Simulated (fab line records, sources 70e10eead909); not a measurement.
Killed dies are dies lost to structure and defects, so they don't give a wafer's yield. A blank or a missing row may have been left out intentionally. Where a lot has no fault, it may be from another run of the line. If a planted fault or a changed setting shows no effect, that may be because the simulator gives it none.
fab line records	flow nand_harc
record lots=14	wafers=42	last_day=33
route steps=1302 shown P_ZERO_WELL@19 P_STI@80
lots untouched by any fault: they come from a run of this same line in which no faults occurred
start_h: hours from the record's opening day to when the first of the lot's shown wafers began	wait_h: hours since the lot's step before	" as in the row above	L1.1+2: a row that stands for several wafers	- no value, or no start was given	* or withheld: withheld	< > ~ a bound
route shown NAME@n: NAME is a module with steps in the file, n the number in the route of the first one	usual: mean and standard deviation over wafers with no fault	same: alike in all rows	chamber/n: place in a boat	sites: per-site readings	_std_site: standard deviation across them	_edge_site: mean of outer sites minus mean of inner sites	radius_mm: for every site, how far away it sits from the centre of the wafer	mask NAME#n: copy n	behind: the most recent tool/chamber to have shaped the wafer	hold: reason for holding the lot/hours on hold/outcome of the hold	device: names the non-switching transistor (n, p or np)	end of line: tests run on the same wafers once the route is complete	a step without rows: its recipe alone	killed: dies that structure and defects cost at the first sort, which is not the same as the wafer's yield	map: a wafer's dies, x killed, . not, _ none there
set.NAME: the run value of the setting; set.NAME@STEP: its run value at that earlier step	model.NAME: the simulator's own value behind a step, which no gauge read
a sample of lots followed through the steps of the route, with each step as a table and each wafer as a row
services: the hour from which a tool's chamber was out of use, counted from the record's first day as start_h (under 0 if before that day), plus the number of hours and why
## steps
# step NHARC_P_ZERO_WELL_ETCH_63
# recipe target_depth_a=1200	time_s=40.1	hbr_flow_sccm=150	cl2_flow_sccm=50	rf_w=400	icp_w=400	bias_w=100	chemistry=HBr/Cl2
# usual bias_w=100.0/0.31	drypump_motor_current_A=5.7/0.43	oes_product_au=1.005/0.0094	throttle_valve_pct=26.405/0.0086
lot.wafer	tool	chamber	start_h	wait_h	bias_w	drypump_motor_current_A	oes_product_au	rf_hours_counter_h	throttle_valve_pct
L776.3	rie_si-04	3	21.67	-	99.3	6.3	1.005	0.09	26.402
L776.4	"	1	"	"	100.5	6.1	1.017	0.21	26.414
L776.5	"	2	"	"	100.0	5.2	1.003	-	26.395
L777.1	rie_si-04	2	31.66	-	100.3	5.2	0.991	0.24	26.405
L777.3	"	0	"	"	99.6	6.2	1.001	0.25	26.388
L777.5	"	2	"	"	100.0	5.2	1.002	-	26.403
L778.1	rie_si-05	0	41.74	-	100.2	5.5	1.006	0.43	26.392
L778.4	"	1	"	"	100.0	5.9	1.002	0.33	26.399
L778.5	"	1	"	"	100.1	5.9	1.004	-	26.400
L779.2	rie_si-02	2	51.67	-	99.7	5.7	1.000	0.88	26.407
L779.1	"	3	"	"	100.0	5.0	1.019	0.79	26.395
L779.5	"	1	"	"	100.8	5.2	1.008	-	26.416
L781.3	rie_si-04	3	71.66	-	100.3	6.3	1.010	0.37	26.405
L781.1	"	0	"	"	100.3	6.2	0.980	0.48	26.411
L781.5	"	3	"	"	100.0	6.3	0.998	-	26.399
L783.2	rie_si-02	3	91.55	-	99.9	5.0	1.003	1.08	26.390
L783.4	"	1	"	"	100.1	5.2	1.002	0.93	26.418
L783.5	"	3	"	"	100.0	5.0	1.003	-	26.410
L784.1	rie_si-04	2	101.79	-	99.6	5.2	1.002	0.58	26.413
L784.4	"	3	"	"	100.2	6.3	1.014	0.53	26.407
L784.2	"	1	"	"	100.0	6.1	1.006	0.64	26.409
L785.1	rie_si-05	3	111.54	-	100.4	5.2	0.993	0.90	26.413
L785.3	"	1	"	"	100.3	5.9	1.013	0.76	26.406
L785.6	"	3	"	"	100.6	5.2	0.989	-	26.411
L786.2	rie_si-02	3	121.53	-	99.9	5.0	1.007	0.10	26.404
L786.6	"	3	"	"	99.7	5.0	1.010	-	26.402
L786.5	"	0	"	"	100.5	6.2	1.014	-	26.411
L788.1	rie_si-02	2	141.74	-	99.6	5.7	1.004	0.23	26.404
L788.2	"	0	"	"	100.2	6.2	1.013	0.34	26.400
L788.5	"	1	"	"	99.6	5.2	1.016	-	26.408
L789.1	rie_si-05	1	151.80	-	99.5	5.9	1.014	0.10	26.402
L789.2	"	3	"	"	100.1	5.1	1.007	0.05	26.400
L789.6	"	0	"	"	100.0	5.6	1.010	-	26.396
L796.2	rie_si-02	2	222.46	-	99.7	5.7	1.020	0.68	26.396
L796.6	"	0	"	"	100.2	6.2	1.019	-	26.393
L796.5	"	1	"	"	99.7	5.2	1.020	-	26.423
L798.2	rie_si-02	0	241.66	-	100.2	6.2	1.009	1.01	26.413
L798.1	"	1	"	"	100.1	5.3	1.018	0.89	26.391
L798.5	"	1	"	"	99.9	5.2	1.009	-	26.399
L799.4	rie_si-05	2	251.56	-	99.9	5.9	1.012	0.71	26.393
L799.1	"	3	"	"	100.1	5.2	1.014	0.65	26.393
L799.3	"	0	"	"	100.2	5.5	1.005	0.65	26.402
# step NHARC_P_ZERO_WELL_CD_MEAS_24
# recipe target_cd_nm=720	landing_energy_ev=500
# usual cd_nm=721.0/1.8
# same landing_energy_ev=500
lot.wafer	tool	chamber	start_h	wait_h	cd_nm
L776.3	cd_sem-02	0	22.47	-	718.7
L776.4	"	0	"	"	718.0
L776.5	"	0	"	"	719.3
L777.1	cd_sem-03	0	32.60	-	718.9
L777.3	"	0	"	"	718.5
L777.5	"	0	"	"	719.2
L778.1	cd_sem-03	0	42.67	-	720.9
L778.4	"	0	"	"	721.9
L778.5	"	0	"	"	720.7
L779.1	cd_sem-01	0	52.60	-	719.1
L779.2	"	0	"	"	718.8
L779.5	"	0	"	"	719.7
L781.1	cd_sem-03	0	72.59	-	719.7
L781.3	"	0	"	"	722.9
L781.5	"	0	"	"	722.0
L783.2	cd_sem-02	0	92.47	-	721.3
L783.4	"	0	"	"	722.0
L783.5	"	0	"	"	724.2
L784.1	cd_sem-01	0	102.60	-	721.6
L784.2	"	0	"	"	722.9
L784.4	"	0	"	"	721.1
L785.1	cd_sem-02	0	112.46	-	723.7
L785.3	"	0	"	"	723.0
L785.6	"	0	"	"	723.5
L786.2	cd_sem-03	0	122.46	-	721.1
L786.5	"	0	"	"	722.8
L786.6	"	0	"	"	721.9
L788.1	cd_sem-02	0	142.65	-	719.5
L788.2	"	0	"	"	723.1
L788.5	"	0	"	"	721.9
L789.1	cd_sem-02	0	152.72	-	718.5
L789.2	"	0	"	"	717.6
L789.6	"	0	"	"	721.7
L796.2	cd_sem-02	0	223.37	-	720.6
L796.5	"	0	"	"	722.0
L796.6	"	0	"	"	719.7
L798.1	cd_sem-03	0	242.46	-	723.2
L798.2	"	0	"	"	722.3
L798.5	"	0	"	"	723.1
L799.1	cd_sem-02	0	252.48	-	721.4
L799.3	"	0	"	"	722.4
L799.4	"	0	"	"	722.6
# step NHARC_P_ZERO_WELL_CD_MEAS_37
# recipe target_cd_nm=720	landing_energy_ev=500
# usual cd_nm=720.9/1.6
# same landing_energy_ev=500
lot.wafer	tool	chamber	start_h	wait_h	cd_nm
L776.3	cd_sem-02	0	24.02	-	721.9
L776.4	"	0	"	"	722.1
L776.5	"	0	"	"	720.5
L777.1	cd_sem-01	0	34.23	-	718.1
L777.3	"	0	"	"	718.4
L777.5	"	0	"	"	718.5
L778.1	cd_sem-01	0	44.19	-	725.1
L778.4	"	0	"	"	721.1
L778.5	"	0	"	"	720.5
L779.1	cd_sem-03	0	54.11	-	720.0
L779.2	"	0	"	"	721.5
L779.5	"	0	"	"	717.9
L781.1	cd_sem-01	0	74.09	-	720.8
L781.3	"	0	"	"	719.7
L781.5	"	0	"	"	719.8
L783.2	cd_sem-02	0	94.16	-	723.9
L783.4	"	0	"	"	723.3
L783.5	"	0	"	"	721.3
L784.1	cd_sem-02	0	104.24	-	720.9
L784.2	"	0	"	"	719.5
L784.4	"	0	"	"	718.9
L785.1	cd_sem-01	0	113.96	-	719.8
L785.3	"	0	"	"	718.4
L785.6	"	0	"	"	720.4
L786.2	cd_sem-01	0	124.11	-	717.2
L786.5	"	0	"	"	721.3
L786.6	"	0	"	"	718.4
L788.1	cd_sem-03	0	146.42	-	719.6
L788.2	"	0	"	"	722.1
L788.5	"	0	"	"	719.5
L789.1	cd_sem-02	0	154.24	-	720.8
L789.2	"	0	"	"	721.8
L789.6	"	0	"	"	720.8
L796.2	cd_sem-01	0	225.23	-	718.8
L796.5	"	0	"	"	719.8
L796.6	"	0	"	"	719.6
L798.1	cd_sem-01	0	244.12	-	720.9
L798.2	"	0	"	"	722.1
L798.5	"	0	"	"	720.7
L799.1	cd_sem-02	0	254.12	-	720.1
L799.3	"	0	"	"	718.6
L799.4	"	0	"	"	719.1
# step NHARC_P_STI_EXPOSE_06
# recipe na=0.55	target_cd_nm=200	dose_mj=37.69	mask_id=P_STI
# usual stage_vel_mm_s=499.95/0.24
lot.wafer	tool	chamber	start_h	wait_h	mask	stage_vel_mm_s
L776.3	krf_scanner-01	0	43.03	-	P_STI#0	499.56
L776.4	"	0	"	"	P_STI#0	499.43
L776.5	"	0	"	"	P_STI#0	500.17
L777.1	krf_scanner-01	0	57.71	-	P_STI#0	499.59
L777.3	"	0	"	"	P_STI#0	499.62
L777.5	"	0	"	"	P_STI#0	499.49
L778.1	krf_scanner-04	0	64.65	-	P_STI#0	499.79
L778.4	"	0	"	"	P_STI#0	499.59
L778.5	"	0	"	"	P_STI#0	499.80
L779.1	krf_scanner-04	0	72.07	-	P_STI#0	500.07
L779.2	"	0	"	"	P_STI#0	499.50
L779.5	"	0	"	"	P_STI#0	499.99
L781.1	krf_scanner-03	0	92.17	-	P_STI#0	499.94
L781.3	"	0	"	"	P_STI#0	500.02
L781.5	"	0	"	"	P_STI#0	499.81
L783.2	krf_scanner-03	0	112.73	-	P_STI#0	500.30
L783.4	"	0	"	"	P_STI#0	500.14
L783.5	"	0	"	"	P_STI#0	500.20
L784.1	krf_scanner-03	0	122.61	-	P_STI#0	500.00
L784.2	"	0	"	"	P_STI#0	499.88
L784.4	"	0	"	"	P_STI#0	499.71
L785.1	krf_scanner-04	0	133.51	-	P_STI#0	500.02
L785.3	"	0	"	"	P_STI#0	500.19
L785.6	"	0	"	"	P_STI#0	500.27
L786.2	krf_scanner-03	0	149.74	-	P_STI#0	500.10
L786.5	"	0	"	"	P_STI#0	500.18
L786.6	"	0	"	"	P_STI#0	500.12
L788.1	krf_scanner-01	0	164.17	-	P_STI#0	499.52
L788.2	"	0	"	"	P_STI#0	499.95
L788.5	"	0	"	"	P_STI#0	499.84
L789.1	krf_scanner-04	0	173.79	-	P_STI#0	499.98
L789.2	"	0	"	"	P_STI#0	499.94
L789.6	"	0	"	"	P_STI#0	499.86
L796.2	krf_scanner-03	0	245.32	-	P_STI#0	500.09
L796.5	"	0	"	"	P_STI#0	499.84
L796.6	"	0	"	"	P_STI#0	500.03
L798.1	krf_scanner-01	0	262.63	-	P_STI#0	499.71
L798.2	"	0	"	"	P_STI#0	499.73
L798.5	"	0	"	"	P_STI#0	499.85
L799.1	krf_scanner-01	0	275.85	-	P_STI#0	500.18
L799.3	"	0	"	"	P_STI#0	500.42
L799.4	"	0	"	"	P_STI#0	500.51
# step NHARC_P_STI_CD_MEAS_09
# recipe target_cd_nm=200	landing_energy_ev=500
# usual cd_nm=200.7/2.1
# same landing_energy_ev=500
lot.wafer	tool	chamber	start_h	wait_h	cd_nm
L776.3	cd_sem-01	0	43.18	-	201.6
L776.4	"	0	"	"	202.5
L776.5	"	0	"	"	200.4
L777.1	cd_sem-03	0	57.86	-	201.2
L777.3	"	0	"	"	201.1
L777.5	"	0	"	"	202.7
L778.1	cd_sem-02	0	64.80	-	200.1
L778.4	"	0	"	"	202.6
L778.5	"	0	"	"	203.0
L779.1	cd_sem-01	0	72.22	-	202.8
L779.2	"	0	"	"	199.9
L779.5	"	0	"	"	200.7
L781.1	cd_sem-01	0	92.32	-	201.0
L781.3	"	0	"	"	196.4
L781.5	"	0	"	"	201.3
L783.2	cd_sem-03	0	112.88	-	199.5
L783.4	"	0	"	"	198.4
L783.5	"	0	"	"	203.2
L784.1	cd_sem-01	0	122.76	-	199.8
L784.2	"	0	"	"	201.9
L784.4	"	0	"	"	204.1
L785.1	cd_sem-03	0	133.66	-	200.3
L785.3	"	0	"	"	200.4
L785.6	"	0	"	"	198.0
L786.2	cd_sem-01	0	149.89	-	200.5
L786.5	"	0	"	"	202.4
L786.6	"	0	"	"	201.6
L788.1	cd_sem-02	0	164.32	-	203.4
L788.2	"	0	"	"	199.1
L788.5	"	0	"	"	202.1
L789.1	cd_sem-01	0	173.94	-	198.6
L789.2	"	0	"	"	199.3
L789.6	"	0	"	"	196.8
L796.2	cd_sem-02	0	245.47	-	200.0
L796.5	"	0	"	"	203.7
L796.6	"	0	"	"	198.1
L798.1	cd_sem-02	0	262.78	-	155.5
L798.2	"	0	"	"	157.1
L798.5	"	0	"	"	199.1
L799.1	cd_sem-02	0	276.00	-	153.8
L799.3	"	0	"	"	196.8
L799.4	"	0	"	"	156.5
# step NHARC_P_STI_CD_MEAS_16
# usual cd_nm=200.2/2.3
lot.wafer	tool	chamber	start_h	wait_h	cd_nm
L776.3	cd_sem-01	-	43.90	-	202.2
L776.4	"	-	"	"	203.8
L776.5	"	-	"	"	201.6
L777.1	cd_sem-03	-	58.56	-	202.9
L777.3	"	-	"	"	201.5
L777.5	"	-	"	"	202.6
L778.1	cd_sem-02	-	65.50	-	200.4
L778.4	"	-	"	"	203.2
L778.5	"	-	"	"	203.9
L779.1	cd_sem-02	-	72.92	-	200.6
L779.2	"	-	"	"	199.1
L779.5	"	-	"	"	200.0
L781.1	cd_sem-03	-	93.02	-	202.5
L781.3	"	-	"	"	196.4
L781.5	"	-	"	"	202.0
L783.2	cd_sem-03	-	113.63	-	198.4
L783.4	"	-	"	"	197.2
L783.5	"	-	"	"	203.9
L784.1	cd_sem-02	-	123.46	-	200.9
L784.2	"	-	"	"	202.9
L784.4	"	-	"	"	203.5
L785.1	cd_sem-02	-	134.36	-	201.6
L785.3	"	-	"	"	200.7
L785.6	"	-	"	"	198.3
L786.2	cd_sem-01	-	150.60	-	199.3
L786.5	"	-	"	"	200.5
L786.6	"	-	"	"	200.0
L788.1	cd_sem-02	-	165.05	-	202.2
L788.2	"	-	"	"	199.0
L788.5	"	-	"	"	200.4
L789.1	cd_sem-01	-	174.64	-	197.4
L789.2	"	-	"	"	199.2
L789.6	"	-	"	"	195.7
L796.2	cd_sem-02	-	246.16	-	198.2
L796.5	"	-	"	"	202.7
L796.6	"	-	"	"	197.3
L798.1	cd_sem-02	-	263.50	-	154.3
L798.2	"	-	"	"	154.4
L798.5	"	-	"	"	197.6
L799.1	cd_sem-01	-	276.70	-	152.1
L799.3	"	-	"	"	198.1
L799.4	"	-	"	"	156.0
# step NHARC_P_STI_OCD_MEAS_17
# usual trench_foot_cd_nm=158.7/2.1
lot.wafer	tool	chamber	start_h	wait_h	trench_foot_cd_nm
L776.3	ocd-02	-	43.99	0.1	159.7
L776.4	"	-	"	"	160.6
L776.5	"	-	"	"	158.0
L777.1	ocd-02	-	58.65	0.1	159.0
L777.3	"	-	"	"	158.3
L777.5	"	-	"	"	161.2
L778.1	ocd-02	-	65.59	0.1	158.6
L778.4	"	-	"	"	160.5
L778.5	"	-	"	"	160.8
L779.1	ocd-02	-	73.00	0.1	160.8
L779.2	"	-	"	"	158.4
L779.5	"	-	"	"	158.6
L781.1	ocd-01	-	93.11	0.1	160.1
L781.3	"	-	"	"	155.3
L781.5	"	-	"	"	159.8
L783.2	ocd-02	-	113.71	0.1	158.0
L783.4	"	-	"	"	156.3
L783.5	"	-	"	"	161.1
L784.1	ocd-01	-	123.55	0.1	157.8
L784.2	"	-	"	"	158.9
L784.4	"	-	"	"	161.9
L785.1	ocd-02	-	134.44	0.1	158.0
L785.3	"	-	"	"	158.5
L785.6	"	-	"	"	155.2
L786.2	ocd-01	-	150.69	0.1	157.2
L786.5	"	-	"	"	160.6
L786.6	"	-	"	"	158.5
L788.1	ocd-01	-	165.14	0.1	161.2
L788.2	"	-	"	"	157.7
L788.5	"	-	"	"	160.4
L789.1	ocd-01	-	174.73	0.1	156.1
L789.2	"	-	"	"	157.7
L789.6	"	-	"	"	155.5
L796.2	ocd-01	-	246.25	0.1	158.5
L796.5	"	-	"	"	162.8
L796.6	"	-	"	"	156.6
L798.1	ocd-01	-	263.59	0.1	112.5
L798.2	"	-	"	"	114.9
L798.5	"	-	"	"	156.0
L799.1	ocd-02	-	276.79	0.1	111.0
L799.3	"	-	"	"	154.4
L799.4	"	-	"	"	113.8
## services
tool	chamber	start_h	hours	kind
krf_scanner-04	-	7.55	0.9	repair
krf_scanner-04	-	10.03	4.0	pm
krf_scanner-03	-	14.26	0.8	repair
rie_si-02	0	15.86	4.7	repair
krf_scanner-03	-	52.00	4.0	pm
rie_si-04	-	71.81	0.8	repair
krf_scanner-03	-	85.74	0.8	repair
krf_scanner-01	-	86.50	4.7	repair
krf_scanner-04	-	97.59	0.7	repair
rie_si-02	-	100.00	9.0	pm
rie_si-02	0	100.00	9.0	vent_cycle
rie_si-05	-	106.74	0.1	repair
krf_scanner-04	-	113.20	0.2	repair
krf_scanner-01	-	127.57	1.5	repair
rie_si-05	-	128.00	9.0	pm
krf_scanner-01	-	140.00	4.0	pm
rie_si-04	-	165.00	9.0	pm
krf_scanner-04	-	182.03	4.0	pm
rie_si-04	1	219.58	6.7	repair
krf_scanner-03	-	224.00	4.0	pm
rie_si-02	1	225.23	8.4	repair
rie_si-05	2	233.58	12.7	repair
rie_si-02	-	256.66	0.7	repair
krf_scanner-03	-	273.34	0.3	repair
## key
first_sign step=NHARC_P_STI_CD_MEAS_09	reading=cd_nm	direction=down	sigmas=21	usual=200.7	struck=155.7
effect step=NHARC_P_STI_CD_MEAS_16	reading=cd_nm	direction=down	sigmas=20	usual=200.2	struck=154.2
effect step=NHARC_P_STI_OCD_MEAS_17	reading=trench_foot_cd_nm	direction=down	sigmas=21	usual=158.7	struck=113.1
met_at NHARC_P_STI_EXPOSE_06
struck_lots L798,L799
struck_wafers L798.1,L798.2,L799.1,L799.4
later_rows_left_out L798.1,L798.2,L799.1,L799.4
sort_left_out L798.1,L798.2,L799.1,L799.4
tester_left_out L798,L799
not_acting_at NHARC_P_ZERO_WELL_ETCH_63,NHARC_P_ZERO_WELL_CD_MEAS_24,NHARC_P_ZERO_WELL_CD_MEAS_37
onset_between 164.17 262.63
fault kind=process_parameter_drift	tool=krf_scanner-01	chamber=-	onset_h=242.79	steps=NHARC_P_STI_EXPOSE_06	channel=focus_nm	offset=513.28	shape=step	end_h=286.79	scope=struck_wafers_only
# tester_left_out: of these lots the tester's yield and bins aren't shown, on N5 and GAA mostly nor the transistor test; their killed dies are dies lost to structure and defects alone, not to doping, threshold or leakage, so they don't give the yield
# sort_left_out: the simulated sort isn't trusted on such a fault, so these wafers' sort isn't shown, and their yield isn't known
# later_rows_left_out: the simulator's readings of these wafers behind a module that went badly wrong aren't trusted and aren't shown, but for the sort
